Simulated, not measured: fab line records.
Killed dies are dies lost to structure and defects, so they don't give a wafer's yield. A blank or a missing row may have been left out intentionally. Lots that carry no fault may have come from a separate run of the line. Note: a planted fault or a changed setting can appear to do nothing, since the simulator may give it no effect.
Which tool did it?    flow nandHarc    Sampling: 11 lots, 33 wafers, 4 of 1159 route steps

## WHAT THE GAUGES SHOWED, per wafer
NHARC_P_M2_CD_MEAS_09 targets a cd of 170 nm.
lot   measured      on        cdNm (nm)
L697  day 6 14:31   cdSem-02  170.9 170.1 170.8
L696  day 6 15:31   cdSem-01  168.4 169.6 169.5
L695  day 6 15:55   cdSem-02  168.1 169.0 169.0
L698  day 7 01:12   cdSem-03  169.7 170.3 170.0
L699  day 7 01:32   cdSem-02  170.3 170.8 169.7
L700  day 7 08:48   cdSem-03  169.5 168.0 168.4
L701  day 7 15:41   cdSem-03  169.6 168.9 170.2
L710  day 10 06:19  cdSem-01  179.1 174.5 174.5
L714  day 10 20:50  cdSem-03  170.2 170.5 170.6
L717  day 11 13:43  cdSem-01  170.7 169.1 170.0
L718  day 11 18:55  cdSem-03  167.1 168.8 168.0

## WHAT TOOL EACH LOT RAN ON (gives the tool, then ch and the chambers of the sampled wafers, and finally the start)
lot   NHARC_P_M0_ANNEAL_30             NHARC_P_M1_PVD_20                       NHARC_P_M2_EXPOSE_06
L697  rtpAnneal-02 ch 0, day 6 08:11   pvdSputter-01, day 6 14:23 or earlier   arfiScanner-03 ch 0, day 6 14:23
L696  rtpAnneal-01 ch 0, day 6 08:49   pvdSputter-01, day 6 15:22 or earlier   arfiScanner-01 ch 0, day 6 15:22
L695  rtpAnneal-01 ch 0, day 6 09:22   pvdSputter-01, day 6 15:47 or earlier   arfiScanner-03 ch 0, day 6 15:47
L698  rtpAnneal-01 ch 0, day 6 18:38   pvdSputter-01, day 7 01:04 or earlier   arfiScanner-02 ch 0, day 7 01:04
L699  rtpAnneal-01 ch 0, day 6 19:14   pvdSputter-02, day 7 01:24 or earlier   arfiScanner-03 ch 0, day 7 01:24
L700  rtpAnneal-02 ch 0, day 7 02:29   pvdSputter-02, day 7 08:40 or earlier   arfiScanner-01 ch 0, day 7 08:40
L701  rtpAnneal-01 ch 0, day 7 09:25   pvdSputter-02, day 7 15:33 or earlier   arfiScanner-03 ch 0, day 7 15:33
L710  rtpAnneal-02 ch 0, day 9 23:25   pvdSputter-01, day 10 06:11 or earlier  arfiScanner-03 ch 0, day 10 06:11
L714  rtpAnneal-01 ch 0, day 10 14:02  pvdSputter-02, day 10 20:41 or earlier  arfiScanner-02 ch 0, day 10 20:41
L717  rtpAnneal-02 ch 0, day 11 07:14  pvdSputter-01, day 11 13:34 or earlier  arfiScanner-01 ch 0, day 11 13:34
L718  rtpAnneal-01 ch 0, day 11 09:24  pvdSputter-01, day 11 18:47 or earlier  arfiScanner-01 ch 0, day 11 18:47
- NHARC_P_M0_ANNEAL_30: time 90 s.
- NHARC_P_M1_PVD_20: deposits TaN, target thk 5 nm, time 8.06 s.
- NHARC_P_M2_EXPOSE_06: exposes mask P M2, target cd 170 nm.

## THE ANSWER, worked out from the rows above alone
Rule: the usual values come from the lots themselves. The widest of any qualifying gaps counts: lots, ordered by their means at a reading, are off when they make up no more than a third of the lots, leave a main group of 4 or more, and stand apart from it by 3 or more times the standard deviation of that group's means. The tables above print the reading to a certain number of digits; a main group whose means all agree to those digits is not used. Also off: a lot with no number at a reading for which 4 or more lots have one. All remaining lots with rows at the step are treated as sound.
Off: L710 (NHARC_P_M2_CD_MEAS_09, cdNm). For the main group the mean is 169.5 nm and the standard deviation 0.83.
A tool fits if, at a process step before that reading, it ran every lot that is off, and no sound lot after the first of them. Those tools and the gauges at NHARC_P_M2_CD_MEAS_09 are tried in the same way. With no start given for some of its lots, NHARC_P_M1_PVD_20 uses the hours and lot order of NHARC_P_M2_EXPOSE_06. One candidate fits, namely arfiScanner-03 at NHARC_P_M2_EXPOSE_06. A fault onset in the window from L701 (day 7 15:33, its last sound lot) to L710 (day 10 06:11, its first lot off) fits.

## WHAT WAS PUT IN BY THE SIMULATOR
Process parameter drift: arfiScanner-03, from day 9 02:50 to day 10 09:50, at NHARC_P_M2_EXPOSE_06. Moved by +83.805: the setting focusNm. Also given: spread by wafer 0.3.
Shown lots that were struck: L710. The rule given above showed the same thing.
